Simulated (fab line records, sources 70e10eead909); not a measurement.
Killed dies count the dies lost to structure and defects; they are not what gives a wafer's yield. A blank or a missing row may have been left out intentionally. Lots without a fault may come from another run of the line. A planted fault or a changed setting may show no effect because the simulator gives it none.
Matching of chambers ; flow nandHarc ; NHARC_P_CONTACT_CMP_01 on cmp-04 has 4 sister chambers
The step polishes SiO2, target thk 200 nm. 20 wafers are shown with their chamber, then 10 later ones without.

WAFERS WITH THEIR CHAMBER
wafer;chamber;motorCurrentA (A)
L075.3;3;12.1
L075.4;0;14.1
L075.6;3;11.7
L078.3;3;12.2
L078.4;2;13.8
L078.5;0;13.0
L079.2;3;12.2
L079.4;0;13.5
L079.5;0;13.7
L080.1;0;14.3
L080.2;3;11.9
L080.3;1;11.6
L081.1;2;14.3
L081.3;0;13.9
L081.5;2;13.8
L082.3;3;12.4
L082.4;2;13.9
L082.5;0;13.0
L084.2;0;13.8
L084.4;2;13.6

SIGNATURES (averages over the wafers above)
reading;chamber 0;chamber 1;chamber 2;chamber 3;scatter within a chamber
motorCurrentA;13.662;11.600;13.880;12.083;0.367
Rule: for a wafer and a chamber, the distance is found by dividing, reading by reading, the gap between the wafer's reading and the chamber's mean by the reading's scatter, squaring, summing and taking the root. The wafer belongs to the nearest chamber; if the next one is less than 2 further off, it can't be placed. The scatter is the square root of a quotient: the sum, over the shown wafers, of each reading's squared deviation from its chamber's mean, divided by wafers minus chambers.

WAFERS WITHOUT THEIR CHAMBER
wafer;motorCurrentA (A)
L084.6;13.7
L088.3;13.7
L088.4;12.6
L088.5;13.4
L089.1;13.6
L089.3;13.4
L089.5;13.9
L097.2;14.5
L097.3;11.1
L097.5;14.4

THE CHAMBER EACH PASSED THROUGH
wafer;from the rows above;in truth
L084.6;can't be placed: 0 or 2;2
L088.3;can't be placed: 0 or 2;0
L088.4;can't be placed: 3 or 1 or 0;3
L088.5;can't be placed: 0 or 2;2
L089.1;can't be placed: 0 or 2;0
L089.3;can't be placed: 0 or 2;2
L089.5;can't be placed: 2 or 0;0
L097.2;can't be placed: 2 or 0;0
L097.3;can't be placed: 1 or 3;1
L097.5;can't be placed: 2 or 0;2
0 of 10 placed correctly. These rows do not allow placing 10 (true chamber among the candidates in 10). Wrongly placed: 0.
